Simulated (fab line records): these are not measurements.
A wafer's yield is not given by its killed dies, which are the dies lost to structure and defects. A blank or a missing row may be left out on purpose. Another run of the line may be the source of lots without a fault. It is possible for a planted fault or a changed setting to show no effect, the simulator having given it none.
Which tool was responsible? | flow n5_finfet | Sampling: 14 lots, 42 wafers, 6 of 1938 route steps

## WHAT THE GAUGES READ, wafer by wafer
N5_BEOL_M9_CD_MEAS_18: pitch 140 nm, target cd 70 nm.
lot  | measured     | on        | cd_nm (nm)
L127 | day 9 15:07  | cd_sem-03 | 69.7 69.7 69.1
L129 | day 10 12:14 | cd_sem-01 | 69.5 69.6 69.7
L135 | day 11 23:49 | cd_sem-02 | - - -
L136 | day 12 09:43 | cd_sem-02 | - - -
L141 | day 13 11:06 | cd_sem-01 | 69.9 69.8 69.5
L143 | day 13 17:41 | cd_sem-03 | 69.7 70.4 71.1
L142 | day 13 17:50 | cd_sem-03 | 69.5 69.7 70.2
L145 | day 14 05:58 | cd_sem-03 | 69.7 69.9 69.3
L148 | day 14 10:23 | cd_sem-01 | 70.2 69.6 69.3
L146 | day 14 16:33 | cd_sem-02 | 69.4 69.4 69.5
L147 | day 14 22:45 | cd_sem-02 | 70.6 70.7 70.7
L149 | day 15 03:22 | cd_sem-03 | 70.3 69.9 70.4
L150 | day 15 09:31 | cd_sem-01 | 69.6 70.3 70.3
L144 | day 15 23:01 | cd_sem-01 | 69.4 69.3 70.3

## TOOL THAT RAN EACH LOT (tool first, then ch and the chambers of the sampled wafers, then the start)
lot  | N5_BEOL_M8_ALD_77                   | N5_BEOL_M8_SPUTTER_48        | N5_BEOL_M8_ANNEAL_51             | N5_BEOL_M9_HM_DEP_02         | N5_BEOL_M9_HM_OPEN_17
L127 | ald_metal-02 ch 1,2,3, day 9 10:02  | pvd_sputter-03, day 9 10:34  | rtp_anneal-01 ch 0, day 9 11:05  | pvd_sputter-03, day 9 14:11  | rie_metal-01 ch 0,1, day 9 14:55
L129 | ald_metal-04 ch 0,1, day 10 07:26   | pvd_sputter-02, day 10 08:15 | rtp_anneal-02 ch 0, day 10 09:01 | pvd_sputter-02, day 10 11:11 | rie_metal-03 ch 0,1, day 10 12:03
L135 | ald_metal-02 ch 0,1,2, day 11 19:38 | pvd_sputter-03, day 11 20:08 | rtp_anneal-02 ch 0, day 11 20:39 | pvd_sputter-01, day 11 22:41 | rie_metal-01 ch 0,1, day 11 23:38
L136 | ald_metal-04 ch 1,2, day 12 04:13   | pvd_sputter-01, day 12 04:49 | rtp_anneal-02 ch 0, day 12 05:13 | pvd_sputter-03, day 12 08:40 | rie_metal-01 ch 0,1, day 12 09:31
L141 | ald_metal-02 ch 0,3, day 13 05:50   | pvd_sputter-02, day 13 08:20 | rtp_anneal-01 ch 0, day 13 08:35 | pvd_sputter-02, day 13 10:10 | rie_metal-03 ch 0, day 13 10:55
L143 | ald_metal-02 ch 0,1,2, day 13 12:35 | pvd_sputter-03, day 13 13:02 | rtp_anneal-02 ch 0, day 13 13:15 | pvd_sputter-03, day 13 16:10 | rie_metal-01 ch 0,1, day 13 17:30
L142 | ald_metal-02 ch 1,2,3, day 13 12:52 | pvd_sputter-01, day 13 13:20 | rtp_anneal-01 ch 0, day 13 13:32 | pvd_sputter-01, day 13 16:13 | rie_metal-03 ch 0,1, day 13 17:36
L145 | ald_metal-02 ch 2,3, day 14 00:50   | pvd_sputter-03, day 14 02:28 | rtp_anneal-01 ch 0, day 14 02:49 | pvd_sputter-01, day 14 04:50 | rie_metal-03 ch 0,1, day 14 05:43
L148 | ald_metal-02 ch 0,1,3, day 14 06:26 | pvd_sputter-02, day 14 06:58 | rtp_anneal-01 ch 0, day 14 07:13 | pvd_sputter-03, day 14 08:41 | rie_metal-01 ch 0,1, day 14 10:07
L146 | ald_metal-04 ch 0,1,2, day 14 10:35 | pvd_sputter-01, day 14 12:31 | rtp_anneal-01 ch 0, day 14 12:44 | pvd_sputter-01, day 14 15:14 | rie_metal-01 ch 0,1, day 14 16:16
L147 | ald_metal-01 ch 0,1,2, day 14 19:01 | pvd_sputter-03, day 14 19:37 | rtp_anneal-01 ch 0, day 14 19:49 | pvd_sputter-03, day 14 21:18 | rie_metal-01 ch 0,1, day 14 22:10
L149 | ald_metal-02 ch 0,1,2, day 14 22:47 | pvd_sputter-01, day 14 23:42 | rtp_anneal-02 ch 0, day 14 23:55 | pvd_sputter-01, day 15 02:11 | rie_metal-02 ch 0,1, day 15 03:11
L150 | ald_metal-02 ch 0,2, day 15 03:19   | pvd_sputter-01, day 15 04:08 | rtp_anneal-01 ch 0, day 15 04:41 | pvd_sputter-01, day 15 08:15 | rie_metal-01 ch 0,1, day 15 09:11
L144 | ald_metal-02 ch 0,2, day 15 17:45   | pvd_sputter-03, day 15 19:07 | rtp_anneal-02 ch 0, day 15 19:26 | pvd_sputter-03, day 15 21:59 | rie_metal-03 ch 0,1, day 15 22:52
- N5_BEOL_M8_ALD_77: deposits TaN, target thk 2 nm, pulse time 2 s, purge time 3 s.
- N5_BEOL_M8_SPUTTER_48: material Cu, target thk 10 nm, time 1.667 s.
- N5_BEOL_M8_ANNEAL_51: time 90 s.
- N5_BEOL_M9_HM_DEP_02: deposits TiN, target thk 20 nm.
- N5_BEOL_M9_HM_OPEN_17: chemistry Cl2/BCl3, target TiN, target depth 20 nm, overetch 6 nm.

## WHAT THE TOOLS THEMSELVES READ (means of the sampled wafers that have a number; where no wafer has one, the mark that the record gives instead)
N5_BEOL_M8_ALD_77.
lot  | tool         | heater_power_w (W)
L127 | ald_metal-02 | 446
L129 | ald_metal-04 | 466
L135 | ald_metal-02 | 427
L136 | ald_metal-04 | 448
L141 | ald_metal-02 | 426
L143 | ald_metal-02 | 421
L142 | ald_metal-02 | 446
L145 | ald_metal-02 | 453
L148 | ald_metal-02 | 430
L146 | ald_metal-04 | 459
L147 | ald_metal-01 | 420
L149 | ald_metal-02 | 425
L150 | ald_metal-02 | 429
L144 | ald_metal-02 | 430

N5_BEOL_M8_SPUTTER_48.
lot  | tool           | cathode_dc_power_W (W) | chuck_sensor_temp_C (C) | throttle_valve_pct (%)
L127 | pvd_sputter-03 | 26004                  | -16.0                   | 31.3
L129 | pvd_sputter-02 | 26000                  | -16.1                   | 30.0
L135 | pvd_sputter-03 | 25998                  | -16.2                   | 31.5
L136 | pvd_sputter-01 | 26002                  | -16.1                   | 30.2
L141 | pvd_sputter-02 | 26002                  | -15.8                   | 29.9
L143 | pvd_sputter-03 | 26004                  | -16.0                   | 31.4
L142 | pvd_sputter-01 | 26002                  | -15.9                   | 29.8
L145 | pvd_sputter-03 | 25999                  | -16.3                   | 30.8
L148 | pvd_sputter-02 | 26001                  | -15.9                   | 29.8
L146 | pvd_sputter-01 | 25998                  | -16.0                   | 29.9
L147 | pvd_sputter-03 | 26001                  | -15.9                   | 30.7
L149 | pvd_sputter-01 | 26001                  | -15.9                   | 29.8
L150 | pvd_sputter-01 | 26001                  | -16.0                   | 29.9
L144 | pvd_sputter-03 | 26000                  | -16.1                   | 30.8

N5_BEOL_M8_ANNEAL_51.
lot  | tool          | anneal_temp_c_max | wafer_temp_C_max
L127 | rtp_anneal-01 | 226.21            | 225.46
L129 | rtp_anneal-02 | 225.78            | 225.79
L135 | rtp_anneal-02 | 225.95            | 225.61
L136 | rtp_anneal-02 | 225.83            | 225.64
L141 | rtp_anneal-01 | 226.23            | 225.54
L143 | rtp_anneal-02 | 225.91            | 225.63
L142 | rtp_anneal-01 | 225.97            | 225.54
L145 | rtp_anneal-01 | 225.99            | 225.62
L148 | rtp_anneal-01 | 226.15            | 225.64
L146 | rtp_anneal-01 | 226.02            | 225.38
L147 | rtp_anneal-01 | 226.18            | 225.58
L149 | rtp_anneal-02 | 225.64            | 225.93
L150 | rtp_anneal-01 | 225.72            | 225.44
L144 | rtp_anneal-02 | 225.48            | 225.88

N5_BEOL_M9_HM_DEP_02.
lot  | tool           | chamber_pressure_pa (Pa) | substrate_temp_c (C) | throttle_valve_pct (%)
L127 | pvd_sputter-03 | 0.4995                   | 24.92                | 31.6
L129 | pvd_sputter-02 | 0.5001                   | 24.92                | 29.7
L135 | pvd_sputter-01 | -                        | -                    | -
L136 | pvd_sputter-03 | -                        | -                    | -
L141 | pvd_sputter-02 | 0.4992                   | 25.11                | 29.6
L143 | pvd_sputter-03 | 0.5003                   | 24.94                | 30.3
L142 | pvd_sputter-01 | 0.5000                   | 25.07                | 29.7
L145 | pvd_sputter-01 | 0.4992                   | 25.19                | 29.5
L148 | pvd_sputter-03 | 0.5000                   | 24.85                | 31.4
L146 | pvd_sputter-01 | 0.4999                   | 25.03                | 30.2
L147 | pvd_sputter-03 | 0.5000                   | 24.98                | 30.5
L149 | pvd_sputter-01 | 0.5004                   | 24.94                | 29.8
L150 | pvd_sputter-01 | 0.4998                   | 24.96                | 29.6
L144 | pvd_sputter-03 | 0.5000                   | 24.97                | 31.0

N5_BEOL_M9_HM_OPEN_17.
lot  | tool         | bias_w (W) | drypump_motor_current_A (A) | oes_product_au (a.u.) | throttle_valve_pct (%)
L127 | rie_metal-01 | 125.9      | 6.2                         | 0.61                  | 21.83
L129 | rie_metal-03 | 126.0      | 5.7                         | 0.61                  | 22.13
L135 | rie_metal-01 | 126.1      | 6.4                         | 0.27                  | 22.43
L136 | rie_metal-01 | 125.9      | 6.2                         | 0.26                  | 22.51
L141 | rie_metal-03 | 125.8      | 5.4                         | 0.60                  | 22.17
L143 | rie_metal-01 | 126.1      | 6.4                         | 0.61                  | 21.80
L142 | rie_metal-03 | 126.3      | 5.5                         | 0.60                  | 22.16
L145 | rie_metal-03 | 126.1      | 5.7                         | 0.60                  | 22.12
L148 | rie_metal-01 | 125.8      | 6.2                         | 0.58                  | 21.88
L146 | rie_metal-01 | 126.1      | 6.2                         | 0.58                  | 21.87
L147 | rie_metal-01 | 125.9      | 6.2                         | 0.58                  | 21.87
L149 | rie_metal-02 | 126.5      | 5.7                         | 0.64                  | 21.97
L150 | rie_metal-01 | 125.8      | 6.3                         | 0.60                  | 21.81
L144 | rie_metal-03 | 125.7      | 5.7                         | 0.59                  | 22.13

## THE ANSWER, worked out from the rows above alone
Rule: what is usual is taken from the lots themselves. The widest of any qualifying gaps counts: lots, ordered by their means at a reading, are off when they make up no more than a third of the lots, leave a main group of 4 or more, and stand apart from it by 3 or more times the standard deviation of that group's means. A main group whose means are all the same, to the digits that the tables above print for the reading, isn't used. A lot without any number at a reading at which 4 lots or more have one is off too. Any other lot the step has rows for is counted as sound. After the gauges, taken in route order, come the tools' own readings; for these a lot's mean is taken, as printed above. The first step at which some lot is off is used, and at that step the reading that is off furthest; a lot without a number counts as furthest.
Off: L135, L136, at N5_BEOL_M9_CD_MEAS_18 (cd_nm). Without a number there: L135, L136. The main group has a mean of 69.9 nm with a standard deviation of 0.37.
A tool fits if, at a process step before that reading, it ran every lot that is off, and no sound lot after the first of them. The gauges at N5_BEOL_M9_CD_MEAS_18 aren't tried: what is off there is off at N5_BEOL_M9_HM_DEP_02 too, on other tools, and a gauge's error can't cause that. No candidate that was tried fits.

## WHAT THE SIMULATOR PUT IN
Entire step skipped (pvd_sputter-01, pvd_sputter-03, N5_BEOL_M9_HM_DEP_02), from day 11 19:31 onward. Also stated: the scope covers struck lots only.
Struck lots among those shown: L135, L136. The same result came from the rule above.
